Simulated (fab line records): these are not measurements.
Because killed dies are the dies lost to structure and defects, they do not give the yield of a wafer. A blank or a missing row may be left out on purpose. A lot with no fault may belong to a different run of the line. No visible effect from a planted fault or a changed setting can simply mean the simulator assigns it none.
fab line records	flow n5_finfet
record lots=9	wafers=27	last_day=17
route steps=1938 shown SD_EPI_P@308 SDB@349 BEOL_M4@1111
lots untouched by any fault: they come from a run of this same line in which no faults occurred
start_h: the number of hours between the record's first day and the start of the first shown wafer of the lot	wait_h: how many hours have passed since the lot's step before this one	" repeats the value in the row above	L1.1+2: a row that stands for several wafers	- either no value or no given start	* or withheld: withheld	< > ~ a bound
route shown NAME@n: a module of which the file shows steps, and the number in the route of the first	usual: average and standard deviation across the fault-free wafers	same: alike in all rows	chamber/n: place in a boat	sites: readings site by site	_std_site: their standard deviation	_edge_site: outer sites' mean less inner sites'	radius_mm: for every site, how far away it sits from the centre of the wafer	mask NAME#n: copy n	behind: the most recent tool/chamber to have shaped the wafer	hold: what put the lot on hold/how long, in hours/how the hold closed	device: which transistor (n, p or np) failed to switch	end of line: the same wafers' tests at the end of the route	a step without rows: its recipe alone	killed: dies that structure and defects cost at the first sort, which is not the same as the wafer's yield	map: a wafer's dies, x killed, . not, _ none there
set.NAME: the setting that was run; set.NAME@STEP: the one run at that earlier step	model.NAME: the simulator's own value behind a step, which no gauge read
a sample of lots followed through the steps of the route, with each step as a table and each wafer as a row
services: a tool's chamber out of use, with start hour (start_h, from the record's first day; less than 0 if before it), hours out, and reason
## steps
# step N5_SD_EPI_P_ETCH_37
# recipe chemistry=N2/H2	target=SOC	overetch_a=1080	mask_material=SiARC	temp_c=40	ion_energy_ev=100	source_w=3000	bias_w=133	pressure_mtorr=20	time_s=486	n2_flow_sccm=200	h2_flow_sccm=200	ends=end_point
# usual drypump_motor_current_A=5.5/0.45	oes_product_au=0.68/0.073	rf_vpp_V=240.9/1.4	showerhead_plenum_p_Torr=2.56/0.083	throttle_valve_pct=23.78/0.22
lot.wafer	tool	chamber	start_h	wait_h	drypump_motor_current_A	oes_product_au	rf_hours_counter_h	rf_vpp_V	showerhead_plenum_p_Torr	throttle_valve_pct
L181.1	rie_diel-01	3	64.91	0.0	5.7	0.64	160	242.7	2.63	23.42
L181.3	"	1	"	"	6.0	0.63	223	240.4	2.49	23.45
L181.6	"	0	"	"	5.3	0.78	-	242.2	2.70	23.70
L183.2	rie_diel-02	1	74.26	0.0	5.6	0.68	126	242.7	2.63	23.55
L183.3	"	0	"	"	6.5	0.63	216	239.9	2.62	23.85
L183.5	"	0	"	"	6.5	0.63	-	240.8	2.62	23.86
L184.1	rie_diel-04	0	80.14	0.0	5.4	0.62	247	239.7	2.50	23.92
L184.2	"	1	"	"	5.1	0.64	215	241.4	2.62	23.91
L184.5	"	0	"	"	5.4	0.62	-	239.7	2.50	23.90
L188.1	rie_diel-01	3	101.95	0.0	5.7	0.64	172	242.6	2.62	23.45
L188.2	"	0	"	"	5.4	0.77	52	242.9	2.69	23.72
L188.5	"	0	"	"	5.3	0.78	-	242.2	2.69	23.72
L191.1	rie_diel-02	2	121.90	0.0	5.1	0.65	186	240.3	2.54	23.77
L191.2	"	1	"	"	5.6	0.68	138	241.2	2.63	23.56
L191.3	"	0	"	"	6.5	0.62	230	241.7	2.62	23.88
L192.1	rie_diel-02	1	127.49	0.0	5.6	0.67	140	243.5	2.63	23.57
L192.2	"	0	"	"	6.5	0.62	232	240.6	2.61	23.90
L192.4	"	3	"	"	4.9	0.81	25	239.0	2.49	24.02
L201.1	rie_diel-01	1	180.13	0.0	6.0	0.88	3	239.2	2.47	22.93
L201.2	"	3	"	"	5.7	0.62	194	242.3	2.61	23.48
L201.6	"	3	"	"	5.7	0.62	-	242.8	2.61	23.49
L202.1	rie_diel-02	3	187.77	0.0	5.0	0.77	43	239.4	2.48	24.04
L202.2	"	1	"	"	5.6	0.66	160	240.4	2.62	23.58
L202.5	"	3	"	"	5.0	0.77	-	239.8	2.48	24.05
L203.1	rie_diel-04	3	192.07	0.0	5.9	0.63	218	238.9	2.40	23.95
L203.2	"	2	"	"	4.8	0.79	27	242.7	2.71	23.77
L203.5	"	2	"	"	4.7	0.80	-	242.1	2.71	23.78
# step N5_SDB_COAT_04
# recipe resist=SiARC	temp_c=220	time_s=60	spin_rpm=1500	resist_thk_nm=18
# usual dispense_pressure_kPa=47/5.9	heater_power_total_W=427.4/2	run_length_s=66.27/0.11
lot.wafer	tool	chamber	start_h	wait_h	dispense_pressure_kPa	heater_power_total_W	run_length_s
L181.1	litho_track-03	0	76.77	-	47	424.8	66.21
L181.3	"	0	"	"	47	429.3	66.09
L181.6	"	0	"	"	47	425.2	66.15
L183.2	litho_track-05	0	85.07	-	43	425.9	66.40
L183.3	"	0	"	"	43	425.4	66.19
L183.5	"	0	"	"	43	430.5	66.21
L184.1	litho_track-05	0	91.22	-	43	428.8	66.22
L184.2	"	0	"	"	42	427.9	66.17
L184.5	"	0	"	"	42	424.6	66.22
L188.1	litho_track-02	0	114.85	-	57	426.0	66.52
L188.2	"	0	"	"	57	426.8	66.32
L188.5	"	0	"	"	57	426.1	66.44
L191.1	litho_track-05	0	134.13	-	43	424.4	66.13
L191.2	"	0	"	"	42	429.9	66.15
L191.3	"	0	"	"	42	425.4	66.23
L192.1	litho_track-05	0	138.30	-	43	607.7	40.28
L192.2	"	0	"	"	43	427.4	66.26
L192.4	"	0	"	"	43	606.7	40.53
L201.1	litho_track-02	0	191.90	-	57	427.3	66.24
L201.2	"	0	"	"	57	429.0	66.40
L201.6	"	0	"	"	57	428.7	66.40
L202.1	litho_track-03	0	198.56	-	47	429.7	66.07
L202.2	"	0	"	"	47	425.0	66.32
L202.5	"	0	"	"	47	424.4	66.25
L203.1	litho_track-03	0	202.85	-	47	424.6	66.24
L203.2	"	0	"	"	47	429.1	66.18
L203.5	"	0	"	"	47	430.2	66.21
# step N5_SDB_DESCUM_16
# recipe chemistry=O2	time_s=7.9	source_power_w=50	bias_power_w=20	pressure_mtorr=20	rf_frequency_hz=2.712e+07	temp_c=40	resist=CAR-ArF	o2_flow_sccm=225
# usual drypump_motor_current_A=5.6/0.44	oes_product_au=0.76/0.085	rf_vpp_V=243.0/1.3	showerhead_plenum_p_Torr=2.09/0.068	throttle_valve_pct=20.44/0.23
lot.wafer	tool	chamber	start_h	wait_h	drypump_motor_current_A	oes_product_au	rf_hours_counter_h	rf_vpp_V	showerhead_plenum_p_Torr	throttle_valve_pct
L181.1	rie_diel-03	1	77.39	0.2	5.3	0.68	236	242.5	2.17	20.92
L181.3	"	0	"	"	6.1	0.86	63	241.8	2.05	20.49
L181.6	"	3	"	"	5.6	1.02	-	240.7	2.05	20.23
L183.2	rie_diel-05	3	85.85	0.4	5.2	0.68	235	243.3	2.06	20.72
L183.3	"	2	"	"	5.7	0.77	156	246.0	2.19	20.04
L183.5	"	3	"	"	5.2	0.68	-	242.3	2.06	20.74
L184.1	rie_diel-05	0	91.69	0.2	5.7	0.72	164	242.6	2.08	20.43
L184.2	"	2	"	"	5.6	0.77	159	243.7	2.18	20.04
L184.5	"	2	"	"	5.6	0.77	-	245.9	2.18	20.06
L188.1	rie_diel-03	3	115.93	0.7	5.6	0.96	14	243.0	2.05	20.25
L188.2	"	2	"	"	6.2	0.76	143	243.4	2.02	20.45
L188.5	"	1	"	"	5.3	0.68	-	243.8	2.17	20.95
L191.1	rie_diel-05	2	135.14	0.6	5.6	0.76	174	243.7	2.18	20.07
L191.2	"	1	"	"	5.2	0.74	170	242.4	2.08	20.42
L191.3	"	0	"	"	5.7	0.72	178	243.1	2.08	20.45
L192.1	rie_diel-05	0	138.75	0.0	5.7	0.72	179	242.3	2.07	20.44
L192.2	"	2	"	"	5.6	0.77	175	245.9	2.18	20.08
L192.4	"	1	"	"	5.2	0.73	-	243.5	2.08	20.42
L201.1	rie_diel-06	0	192.24	0.0	5.0	0.69	242	244.9	2.17	20.79
L201.2	"	2	"	"	5.6	0.95	4	244.9	2.24	20.18
L201.6	"	2	"	"	5.6	0.95	-	244.9	2.24	20.18
L202.1	rie_diel-05	2	199.12	0.1	5.6	0.74	192	243.4	2.17	20.12
L202.2	"	1	"	"	5.2	0.72	195	243.1	2.08	20.46
L202.5	"	1	"	"	5.2	0.72	-	242.1	2.08	20.46
L203.1	rie_diel-05	1	203.18	0.0	5.2	0.72	197	243.8	2.07	20.46
L203.2	"	2	"	"	5.6	0.75	194	243.3	2.17	20.11
L203.5	"	2	"	"	5.6	0.75	-	245.4	2.17	20.12
# step N5_SDB_STRIP_21
# recipe chemistry=CF4	resist=SiARC	power_w=300	bias_power_w=75	pressure_mtorr=50	cf4_flow_sccm=150	rf_frequency_hz=6e+07
# usual drypump_motor_current_A=5.6/0.44	oes_product_au=0.76/0.077	rf_vpp_V=271.0/1.3	showerhead_plenum_p_Torr=1.78/0.052	throttle_valve_pct=13.58/0.21
lot.wafer	tool	chamber	start_h	wait_h	drypump_motor_current_A	oes_product_au	rf_hours_counter_h	rf_vpp_V	showerhead_plenum_p_Torr	throttle_valve_pct
L181.1	rie_diel-03	1	77.60	0.0	5.3	0.67	236	272.1	1.84	13.99
L181.3	"	0	"	"	6.1	0.83	64	269.3	1.75	13.47
L181.6	"	3	"	"	5.6	0.97	-	270.8	1.77	13.31
L183.2	rie_diel-05	3	86.06	0.0	5.2	0.68	235	271.0	1.77	14.00
L183.3	"	2	"	"	5.6	0.75	156	272.7	1.86	13.26
L183.5	"	3	"	"	5.2	0.67	-	269.4	1.77	14.00
L184.1	rie_diel-05	0	91.89	0.0	5.7	0.73	164	270.9	1.79	13.63
L184.2	"	2	"	"	5.7	0.75	159	274.7	1.86	13.28
L184.5	"	2	"	"	5.7	0.76	-	272.8	1.86	13.28
L188.1	rie_diel-03	3	116.14	0.0	5.6	0.92	14	268.7	1.76	13.37
L188.2	"	2	"	"	6.2	0.75	143	270.1	1.72	13.53
L188.5	"	1	"	"	5.3	0.66	-	271.6	1.84	14.01
L191.1	rie_diel-05	2	135.35	0.0	5.6	0.74	174	272.1	1.85	13.32
L191.2	"	1	"	"	5.2	0.74	170	269.2	1.78	13.60
L191.3	"	0	"	"	5.7	0.72	178	270.5	1.78	13.66
L192.1	rie_diel-05	0	138.96	0.0	5.7	0.72	180	271.2	1.78	13.67
L192.2	"	2	"	"	5.6	0.74	175	273.8	1.85	13.30
L192.4	"	1	"	"	5.2	0.73	-	270.5	1.77	13.59
L201.1	rie_diel-06	0	192.45	0.0	5.0	0.69	242	271.4	1.84	13.84
L201.2	"	2	"	"	5.7	0.95	4	273.3	1.91	13.28
L201.6	"	2	"	"	5.7	0.95	-	274.5	1.91	13.28
L202.1	rie_diel-05	2	199.33	0.0	5.7	0.73	192	272.5	1.85	13.35
L202.2	"	1	"	"	5.2	0.72	195	270.4	1.77	13.64
L202.5	"	1	"	"	5.2	0.72	-	271.0	1.77	13.63
L203.1	rie_diel-05	1	203.38	0.0	5.2	0.71	197	270.3	1.77	13.65
L203.2	"	2	"	"	5.7	0.73	194	272.4	1.85	13.37
L203.5	"	2	"	"	5.6	0.73	-	272.0	1.85	13.36
# step N5_BEOL_M4_RC_MEAS_101
# usual DIBL_N=35.8/1.8	DIBL_P=35.6/2	IOFF_N=0.148/0.028	IOFF_P=0.20/0.034	ION_N=672/12	ION_P=462/8.5	SS_N=71.2/0.65	SS_P=73.1/0.67	VT_N=251/3.3	VT_P=-251/3.8
lot.wafer	tool	chamber	start_h	wait_h	DIBL_N[mV/V]	DIBL_P[mV/V]	IOFF_N[nA/um]	IOFF_P[nA/um]	ION_N[uA/um]	ION_P[uA/um]	SS_N[mV/dec]	SS_P[mV/dec]	VT_N[mV]	VT_P[mV]
L181.1	prober-01	0	170.97	0.0	37.7	38.6	0.156	0.22	647	451	72.1	73.9	252	-247
L181.3	"	0	"	"	36.9	36.7	0.151	0.20	672	461	70.9	72.5	252	-248
L181.6	"	0	"	"	36.8	37.4	0.145	0.21	674	464	70.4	73.5	250	-248
L183.2	prober-01	0	192.61	0.2	36.3	34.1	0.138	0.20	662	464	71.5	73.2	253	-248
L183.3	"	0	"	"	36.9	34.5	0.141	0.21	675	469	70.9	73.8	253	-248
L183.5	"	0	"	"	38.3	36.7	0.175	0.24	677	468	71.1	73.7	247	-248
L184.1	prober-01	0	199.23	0.0	36.3	37.7	0.161	0.19	686	464	71.5	72.9	250	-256
L184.2	"	0	"	"	35.4	38.2	0.152	0.20	674	463	71.5	72.6	252	-254
L184.5	"	0	"	"	36.7	37.9	0.165	0.19	671	461	71.0	73.1	250	-256
L188.1	prober-01	0	204.22	0.0	33.9	31.6	0.107	0.17	652	459	70.5	72.6	255	-251
L188.2	"	0	"	"	36.2	35.5	0.157	0.23	682	474	71.4	73.2	250	-246
L188.5	"	0	"	"	36.4	35.4	0.153	0.22	667	462	71.6	73.1	250	-247
L191.1	prober-01	0	231.54	0.0	35.1	34.7	0.135	0.18	666	458	71.8	71.9	252	-251
L191.2	"	0	"	"	35.3	35.3	0.146	0.18	673	456	71.5	72.5	249	-251
L191.3	"	0	"	"	34.7	34.5	0.150	0.18	697	468	70.6	72.7	248	-251
L192.1	prober-01	0	242.14	0.0	35.6	36.3	0.158	0.21	679	466	71.1	73.5	248	-252
L192.2	"	0	"	"	34.6	35.0	0.145	0.18	681	462	71.2	72.8	251	-250
L192.4	"	0	"	"	34.9	35.4	0.152	0.20	679	460	71.2	73.0	250	-249
L201.1	prober-01	0	290.31	0.0	38.6	41.2	0.200	0.27	678	464	72.5	74.2	245	-247
L201.2	"	0	"	"	37.8	39.5	0.181	0.24	684	462	71.2	73.9	247	-249
L201.6	"	0	"	"	38.0	39.9	0.183	0.25	682	472	72.0	74.1	250	-247
L202.1	prober-02	0	306.87	0.0	35.8	35.0	0.147	0.19	677	463	71.3	72.4	250	-248
L202.2	"	0	"	"	38.4	37.4	0.197	0.24	691	478	71.6	72.5	246	-247
L202.5	"	0	"	"	35.3	33.1	0.138	0.18	682	464	71.0	71.9	254	-250
L203.1	prober-02	0	310.71	0.0	34.5	34.1	0.145	0.19	673	471	70.7	72.4	249	-249
L203.2	"	0	"	"	35.1	35.6	0.163	0.21	687	470	70.5	72.9	246	-247
L203.5	"	0	"	"	35.3	35.2	0.164	0.21	692	469	70.9	72.9	247	-247
## services
tool	chamber	start_h	hours	kind
rie_diel-06	2	42.20	6.6	repair
rie_diel-01	0	42.37	4.5	repair
rie_diel-04	-	44.68	15.6	pm
rie_diel-05	1	45.20	32.4	repair
rie_diel-05	0	48.06	9.0	repair
rie_diel-01	0	51.11	3.1	repair
rie_diel-02	2	57.22	10.9	repair
rie_diel-03	3	60.97	-	clean
rie_diel-03	3	60.97	-	consumable_replace:focus_ring
rie_diel-03	3	60.97	14.1	scheduled_down
rie_diel-03	3	60.97	14.1	vent_cycle
rie_diel-02	-	84.23	0.9	repair
rie_diel-02	2	87.37	1.3	repair
rie_diel-02	1	89.59	5.3	repair
rie_diel-01	1	91.99	3.6	repair
rie_diel-06	3	94.68	12.9	repair
rie_diel-02	2	94.72	4.8	repair
rie_diel-05	3	128.67	-	clean
rie_diel-05	3	128.67	-	consumable_replace:focus_ring
rie_diel-05	3	128.67	11.6	scheduled_down
rie_diel-05	3	128.67	11.6	vent_cycle
rie_diel-05	2	169.34	16.3	repair
rie_diel-05	0	170.33	5.8	repair
rie_diel-01	1	187.31	5.4	repair
## key
first_sign step=N5_SDB_COAT_04	reading=run_length_s	direction=down	sigmas=99+	usual=*	struck=*
effect step=N5_SDB_COAT_04	reading=heater_power_total_W	direction=up	sigmas=92	usual=*	struck=*
met_at N5_SDB_COAT_04
struck_lots L192
struck_wafers L192.1,L192.4
not_acting_at N5_SD_EPI_P_ETCH_37,N5_SDB_DESCUM_16,N5_SDB_STRIP_21
onset_between 134.13 138.30
fault kind=process_parameter_drift	tool=litho_track-05	chamber=-	onset_h=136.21	steps=N5_SDB_COAT_04	channel=time_s	offset=*	shape=step	end_h=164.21	scope=struck_wafers_only	acts_in=*	stated=*
